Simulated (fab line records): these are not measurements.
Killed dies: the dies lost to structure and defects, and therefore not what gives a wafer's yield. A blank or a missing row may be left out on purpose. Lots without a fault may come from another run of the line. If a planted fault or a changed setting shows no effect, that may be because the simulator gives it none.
fab line records    flow n5Finfet
[record] lots = 4  wafers = 12  lastDay = 15
route steps=1938 shown BEOL_M6@1220 PASSIVATION@1936
lots untouched by any fault: they come from a run of this same line in which no faults occurred
startH: the number of hours between the record's first day and the start of the first shown wafer of the lot    waitH: hours from the lot's prior step to this one    " as in the row above    L1.1+2: a single row standing in for several wafers    - no value, or no start given    * or withheld: withheld    < > ~ a bound
route shown NAME@n: names a module that has steps shown in the file, with the first one's number in the route    usual: the fault-free wafers' mean and standard deviation    same: alike in all rows    chamber/n: place in a boat    sites: per-site readings    _std_site: standard deviation across them    _edge_site: mean of outer sites minus mean of inner sites    radiusMm: for every site, how far away it sits from the centre of the wafer    mask NAME#n: copy n    behind: the tool/chamber that last shaped the wafer    hold: why the lot was held/for how many hours/how that ended    device: transistor that didn't switch, given as n, p or np    end of line: at the end of the route, the tests of the same wafers    for a step that has no rows: nothing shown but its recipe    killed: at the first sort, the dies lost to defects and structure; wafer yield is something else    map: dies across one wafer; x = killed, . = not, _ = none there
set.NAME: the setting as run; set.NAME@STEP: as run at that earlier step    model.NAME: the simulator's own value behind a step, which no gauge read
lots at some steps of the route; a table a step, a row a wafer
services: the hour from which a tool's chamber was out of use, counted from the record's first day as startH (under 0 if before that day), plus the number of hours and why
[[steps]]
[step N5_BEOL_M6_COAT_71]
[recipe] resist = underlayer  tempC = 205  timeS = 60  spinRpm = 1500  resistThkNm = 5
[step N5_BEOL_M6_COAT_22]
[recipe] resist = CAR-EUV  spinRpm = 1500  resistThkNm = 30
[step N5_BEOL_M6_EBR_24]
[recipe] solvent = PGMEA  ebrWidthMm = 1.5
[step N5_BEOL_M6_SOFTBAKE_23]
[recipe] tempC = 110  timeS = 60  resist = CAR-EUV
[step N5_BEOL_M6_EXPOSE_25]
[recipe] maskId = V5  na = 0.33  sourceShape = annular  sigmaInner = 0.4  sigmaOuter = 0.8  polarization = unpolarized  targetCdNm = 40  doseMj = 45
[step N5_BEOL_M6_PEB_26]
[recipe] pebTempC = 100  pebTimeS = 60  resist = CAR-EUV
[step N5_BEOL_M6_DEVELOP_27]
[recipe] developTimeS = 30  developer = TMAH  resist = CAR-EUV  rinseLiquid = surfactantRinse  dry = airSpin  devTempC = 23
[step N5_BEOL_M6_DESCUM_33]
[recipe] chemistry = O2  timeS = 7  sourcePowerW = 50  biasPowerW = 20  pressureMtorr = 20  rfFrequencyHz = 2.712e+07  tempC = 40  resist = CAR-EUV  o2FlowSccm = 225
[step N5_BEOL_M6_ETCH_72]
[recipe] chemistry = N2/H2  target = underlayer  targetDepthA = 65  maskMaterial = CAR-EUV  timeS = 5.2  ionEnergyEv = 200  pressureMtorr = 30  sourceW = 840  biasW = 150  n2FlowSccm = 200  h2FlowSccm = 200  ends = cleared
[step N5_BEOL_M6_ETCH_65]
[recipe] chemistry = CF4  target = SiARC  targetDepthA = 156  maskMaterial = CAR-EUV  timeS = 26  ionEnergyEv = 80  pressureMtorr = 40  sourceW = 545  biasW = 36  Ar_flow_sccm = 100  cf4FlowSccm = 100  ends = cleared
[usual] drypumpMotorCurrentA = 5.6/0.47  etchRfOnTimeS = 25.6/0.94  oesProductAu = 0.72/0.081  rfVppV = 184.5/0.9  showerheadPlenumPTorr = 2.18/0.06  throttleValvePct = 15.52/0.2
lot.wafer  tool        chamber  startH  waitH  drypumpMotorCurrentA  etchRfOnTimeS  oesProductAu  rfHoursCounterH  rfVppV  showerheadPlenumPTorr  throttleValvePct
L504.2     rieDiel-04  1        235.63  0.0    5.1                   25.3           0.59          254              183.8   2.19                   16.06
L504.5     "           1        "       "      5.1                   25.3           0.59          -                183.7   2.19                   16.06
L504.6     "           0        "       "      5.9                   24.7           0.77          -                184.0   2.09                   15.29
L509.4     rieDiel-06  3        265.23  0.0    5.8                   25.0           0.62          -                183.1   2.13                   15.92
L509.5     "           0        "       "      5.7                   27.5           0.62          -                184.4   2.15                   15.53
L509.6     "           2        "       "      6.1                   24.9           0.63          -                185.7   2.20                   15.28
L511.3     rieDiel-04  1        267.56  0.0    5.1                   24.8           0.85          5                184.3   2.19                   15.60
L511.4     "           2        "       "      4.8                   27.7           0.78          11               184.6   2.19                   15.51
L511.6     "           3        "       "      5.4                   26.3           0.74          -                184.2   2.09                   15.40
L512.1     rieDiel-04  3        275.91  0.0    5.4                   26.2           0.75          40               184.5   2.09                   15.39
L512.3     "           0        "       "      5.9                   24.8           0.75          52               184.4   2.08                   15.31
L512.5     "           2        "       "      4.8                   27.5           0.78          -                185.2   2.19                   15.51
[step N5_BEOL_M6_ETCH_66]
[recipe] chemistry = N2/H2  target = SOC  targetDepthA = 800  overetchA = 160  maskMaterial = SiARC  tempC = 40  timeS = 120  ionEnergyEv = 200  pressureMtorr = 30  sourceW = 840  biasW = 150  n2FlowSccm = 200  h2FlowSccm = 200
[step N5_BEOL_M6_STRIP_69]
[recipe] chemistry = N2/H2  tempC = 40  n2FlowSccm = 200  h2FlowSccm = 200  rfFrequencyHz = 6e+07
[step N5_BEOL_M6_STRIP_73]
[recipe] chemistry = N2/H2  tempC = 40  n2FlowSccm = 200  h2FlowSccm = 200  rfFrequencyHz = 6e+07
[step N5_BEOL_M6_VIA_ETCH_34]
[recipe] chemistry = C4F6/O2  target = SiCOH_lowk  targetDepthA = 1263  maskMaterial = SOC  taperDeg = 4  timeS = 50.9  ionEnergyEv = 250  pressureMtorr = 30  sourceW = 345  biasW = 185  Ar_flow_sccm = 300  C4F6_flow_sccm = 10  O2_flow_sccm = 10
[step N5_BEOL_M6_STRIP_76]
[recipe] chemistry = C4F6/O2  resist = SiARC  rfFrequencyHz = 6e+07
[step N5_BEOL_M6_STRIP_36]
[recipe] chemistry = N2/H2  powerW = 450  tempC = 40  pressureMtorr = 20  rfFrequencyHz = 6e+07  overashFraction = 0.3  biasPowerW = 7  h2Frac = 0.5  n2FlowSccm = 200  h2FlowSccm = 200
[step N5_BEOL_M6_TRENCH_ETCH_37]
[recipe] chemistry = C4F6/O2  targetDepthA = 944.35  target = SiCOH_lowk  timeS = 31.5  ionEnergyEv = 250  pressureMtorr = 30  sourceW = 345  biasW = 185  Ar_flow_sccm = 300  C4F6_flow_sccm = 10  O2_flow_sccm = 10
[step N5_BEOL_M6_ETCH_41]
[recipe] chemistry = CH3F/O2  target = SiCN  targetDepthA = 297  taperDeg = 2  timeS = 52  ionEnergyEv = 120  maskMaterial = TiN  pressureMtorr = 30  sourceW = 395  biasW = 75  Ar_flow_sccm = 150  CH3F_flow_sccm = 30  O2_flow_sccm = 20
[step N5_BEOL_M6_STRIP_80]
[recipe] chemistry = N2/H2  timeS = 10  powerW = 450  tempC = 40  pressureMtorr = 20  rfFrequencyHz = 6e+07  biasPowerW = 7  n2FlowSccm = 200  h2FlowSccm = 200
[step N5_BEOL_M6_HM_STRIP_39]
[recipe] chemistry = peroxideTinStrip  material = TiN  targetDepthA = 250  tempC = 50  timeS = 158
[step N5_BEOL_M6_SRD_40]
[recipe] timeS = 30  tempC = 23  rinseLiquid = diw  dry = ipaMarangoni
[step N5_BEOL_M6_PRECLEAN_42]
[recipe] chemistry = residueRemover  timeS = 60  tempC = 40
[step N5_BEOL_M6_SRD_43]
[recipe] timeS = 30  tempC = 23  rinseLiquid = diw  dry = ipaMarangoni
[step N5_BEOL_M6_CURE_75]
[recipe] tempC = 370  timeS = 120  ambient = DMADMS/He  material = SiCOH_lowk
[step N5_BEOL_M6_DEGAS_44]
[recipe] ambient = vacuum  tempC = 250  timeS = 60
[step N5_BEOL_M6_PRE_CLEAN_45]
[recipe] gas = H2/He  timeS = 30  tempC = 250
[step N5_BEOL_M6_ALD_77]
[recipe] material = TaN  targetThkA = 20  tempC = 275  aldPrecursorFamily = PDMAT  aldCoReactant = NH3  pressureTorr = 3  carrierFlowSccm = 1500  pulseTimeS = 2  purgeTimeS = 3  coReactantPurgeTimeS = 2  coReactantPulseTimeS = 3  aldCycles = 40  precursorVesselTempC = 75  precursorVesselPressureTorr = 26.25  precursorVesselCarrierSccm = 1000
[step N5_BEOL_M6_SURFACE_TREAT_79]
[recipe] gas = Ar  timeS = *  ionEnergyEv = *  ionCurrentMaCm2 = 0.5  pressureMtorr = *  arFlowSccm = 30
[step N5_BEOL_M6_CVD_78]
[recipe] material = Co  targetThkA = 20  tempC = withheld  precursor = CCTBA/H2  pressureTorr = 30  timeS = 142.3
[step N5_BEOL_M6_SPUTTER_48]
[recipe] material = Cu  targetThkA = 100  tempC = -20  biasV = 60  powerW = 26000  chamberPressurePa = 0.13  timeS = 1.667
[step N5_BEOL_M6_ECD_50]
[recipe] material = Cu  targetThkA = 3000
[step N5_BEOL_M6_ANNEAL_51]
[recipe] tempC = 225  timeS = 90  ambient = N2
[step N5_BEOL_M6_CMP_52]
[recipe] stopOn = SiCOH_lowk  tOverpolishS = 6.9  downForcePsi = 1  platenRpm = 50  clearingPlatenDownForcePsi = 1.5  clearingPlatenRpm = 50  postCmpClean = cuAlkaline  targetThkNm = 80  clearingPlatenPadVelocityMS = 0.99484  padVelocityMS = 0.99484
[step N5_BEOL_M6_PRE_CLEAN_55]
[recipe] gas = NH3  timeS = 15  tempC = withheld  rfPowerW = 300
[step N5_BEOL_M6_DEP_56]
[recipe] material = SiCN  targetThkA = 100  tempC = withheld  precursor = 3MS/NH3  pressureTorr = 3  rfW = 202  timeS = 17.5
[step N5_PASSIVATION_PROBE_49]
[usual] defectLimitedYield = 91.8/1.5  killed_at_M0_to_M3 = 33/11  killed_at_M4_up = 13/5  killedAtContacts = 11/5.6  killedAtFrontEnd = 36/12  killedAtOther = 3.4/2.5  killedDies = 97/18  killedOpen = 64/13  killedShort = 31/6.9  sort_bin_5_function = 4.8/1  sort_bin_6_memory = 3.1/0.64  sortNPass = 1083/18  sortYieldPct = 91.8/1.5
[same] grossDies = 1180  killedAtBackSide = 0  sort_bin_4_leakage[%] = 0  sort_bin_8_speed[%] = 0
lot.wafer  tool       chamber  startH  waitH  defectLimitedYield[%]  killed_at_M0_to_M3  killed_at_M4_up  killedAtContacts  killedAtFrontEnd  killedAtOther  killedDies  killedOpen  killedShort  sort_bin_5_function[%]  sort_bin_6_memory[%]  sortNPass  sortYieldPct[%]
L511.3     prober-02  -        352.75  0.1    86.4                   41                  59               7                 52                1              160         79          35           8.2                     4.2                   1020       86.4
L511.4     prober-02  -        352.80  0.2    79.2                   41                  109              6                 87                2              245         110         35           12.6                    6.4                   935        79.2
L511.6     prober-02  -        352.90  0.3    81.0                   33                  110              3                 72                6              224         88          41           11.6                    6.3                   956        81.0
L512.1     prober-01  -        370.17  0.0    85.6                   23                  101              15                28                3              170         49          28           9.4                     4.1                   1010       85.6
L512.3     prober-01  -        370.27  0.1    84.5                   27                  122              7                 26                1              183         46          29           9.9                     4.2                   997        84.5
L512.5     prober-01  -        370.37  0.2    82.7                   46                  107              12                37                2              204         80          32           10.8                    5.0                   976        82.7
// killed by level:class
L511.3 BEOL_M6:unspecified=46 STI_FIN_REVEAL:geometricParticle:open=13 FIN_SAQP:geometricParticle:open=12 FIN_SAQP:geometricParticle:short=12 BEOL_M0_SAQP:geometricParticle:open=9 BEOL_M3:geometricParticle:open=9 BEOL_M4:geometricParticle:open=8 MOL_CONTACT_COAG:geometricParticle:open=7
L511.4 BEOL_M6:unspecified=98 FIN_SAQP:geometricParticle:open=38 FIN_SAQP:geometricParticle:short=11 BEOL_M2:geometricParticle:open=11 GATE_CUT:geometricParticle:open=9 BEOL_M0_SAQP:geometricParticle:open=9 GATE_CUT:geometricParticle:short=8 DUMMY_GATE:geometricParticle:open=7
L511.6 BEOL_M6:unspecified=91 STI_FIN_REVEAL:geometricParticle:open=25 FIN_SAQP:geometricParticle:open=15 FIN_SAQP:geometricParticle:short=9 BEOL_M4:geometricParticle:open=9 GATE_CUT:geometricParticle:short=8 BEOL_M3:geometricParticle:open=6 DUMMY_GATE:geometricParticle:open=5
L512.1 BEOL_M6:unspecified=89 MOL_CONTACT_COAG:geometricParticle:open=12 FIN_SAQP:geometricParticle:short=7 STI_FIN_REVEAL:geometricParticle:open=6 BEOL_M4:geometricParticle:open=5 BEOL_M0_SAQP:geometricParticle:open=5 BEOL_M0_SAQP:geometricParticle:short=4 BEOL_M3:geometricParticle:open=4
L512.3 BEOL_M6:unspecified=105 FIN_SAQP:geometricParticle:short=8 FIN_SAQP:geometricParticle:open=6 BEOL_M1:geometricParticle:open=6 BEOL_M4:geometricParticle:open=6 MOL_CONTACT_COAG:geometricParticle:open=5 BEOL_M0_SAQP:geometricParticle:open=4 BEOL_M2:geometricParticle:open=4
L512.5 BEOL_M6:unspecified=92 BEOL_M1:geometricParticle:open=15 MOL_CONTACT_COAG:geometricParticle:open=11 BEOL_M0_SAQP:geometricParticle:open=10 STI_FIN_REVEAL:geometricParticle:open=9 FIN_SAQP:geometricParticle:short=8 FIN_SAQP:geometricParticle:open=6 BEOL_M0_SAQP:geometricParticle:short=6
// map L511.4 (x killed, . not)
_________________.....x......________________
______________.................._____________
___________..x..x.........x.x..x...__________
__________............xx.....x......_________
________x.......x....................._______
_______xxx...x...................x.x...______
______x...x......xxx..............x....._____
_____x...x........................xx.x...____
____...........x.......x..................___
___.....x..x..x..x.........x.............xx__
___......x.......x.x...........x.....x.x...__
__.xx.........x........x.x...xx............._
__.xx...x..x...x.......x.........x.........._
_.......x...........x.....x.......x..x...x..x
_.............x.................x.......x...x
_x...............xxx.x..x..x.......xx...x....
_....xx......x........................x......
_x....xx.x...x...............................
_.x.x.............xx.x.x.x.x............x....
_......x.......................xx.....x......
_...x.x..x...x...........x.........x.....x...
__.....x......................x............._
__.x.x............xxx.x..x....x..........x.._
___xx.........x.xxxxxx.x..........xx......x__
___....x.....x.xx.xxx.x...x..x....x........__
____.........x.xxxxxxxxxxx................___
_____........xxxxxxxxxxxx....x........x..____
______.x....x.xxxxxxxxxxxxx.x..........._____
_______x....xxxxxxxxxxxxx.......x...x..______
________...x.x.xxxxxxxxx...x...x....x._______
__________..xxxxxxxxxxx............._________
___________x...xx..xxxxx..xx....xx.__________
______________.x.x...x.xxx......_____________
_________________x......x....________________
// map L512.5 (x killed, . not)
_________________.......x....________________
______________..x....x.........._____________
___________...............x........__________
__________............x....x........_________
________.........x.....x...x.x........_______
_______.....x....................x..x..______
______............x...........x........._____
_____............x............x.......x.x____
____........x...........x..............xx.___
___.xx.................................x...__
___.x...x.......x..........x...x...........__
__.............x......x.....x.......x......._
__.....x............xx.......x...........x.._
_.......x............x.............x.....x...
_.........x..xx..............................
_.......x............x................x..x...
_.x..................x...x...x...............
_.....................x.x.......x......x.x...
_.............x................x.............
_.......x.............xx.......x............x
_.x.....x........x...x.......................
__..........x.xx........x.............x.x..._
__...x....x.....xxxxxx..x.......x..........._
___.x..x......x...xx..x............x.......__
___.x....x........xxx.xx.x....x............__
____..........xxxxxxxxxxxx........x.......___
_____.x..x...xxxxxxxxxxxxx......x..x.....____
______....x...xxxxxxxxxxxx..x.x........._____
_______.x.....xxxxxxxxxx....x.x..x.....______
________.....xxxxxxxxxxx.xx..xxxx....._______
__________.....xxxxxxx..xx.........x_________
___________....x.xxxxx.x..x.....x..__________
______________..x......x.x..x..._____________
_________________........x.x.________________
[[services]]
tool        chamber  startH  hours  kind
rieDiel-04  2        217.90  5.7    repair
rieDiel-04  2        223.62  -      clean
rieDiel-04  2        223.62  -      consumableReplace:focusRing
rieDiel-04  2        223.62  14.5   scheduledDown
rieDiel-04  2        223.62  14.5   ventCycle
rieDiel-04  1        238.23  -      clean
rieDiel-04  1        238.23  -      consumableReplace:focusRing
rieDiel-04  1        238.23  16.5   scheduledDown
rieDiel-04  1        238.23  16.5   ventCycle
rieDiel-06  3        245.02  16.7   repair
rieDiel-06  1        261.75  -      clean
rieDiel-06  1        261.75  -      consumableReplace:focusRing
rieDiel-06  1        261.75  17.4   scheduledDown
rieDiel-06  1        261.75  17.4   ventCycle
[[key]]
[firstSign] step = N5_PASSIVATION_PROBE_49  reading = killed_at_M4_up  direction = up  sigmas = 18  usual = 13  struck = 101
[effect] step = N5_PASSIVATION_PROBE_49  reading = defectLimitedYield  direction = down  sigmas = 5.7  usual = 91.8  struck = 83.2
[moreKillsBornAt] N5_BEOL_M6_ETCH_65@rieDiel-04 = 521
metAt N5_BEOL_M6_ETCH_65
struckWafers L511.3,L511.4,L511.6,L512.1,L512.3,L512.5
onsetBetween 235.63 267.56
alsoFits time
[fault] kind = chamberParticleSource  tool = rieDiel-04  chamber = -  onsetH = 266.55  steps = N5_BEOL_M6_ETCH_65  ratePerVisitCm2 = 0.42383  endH = 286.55
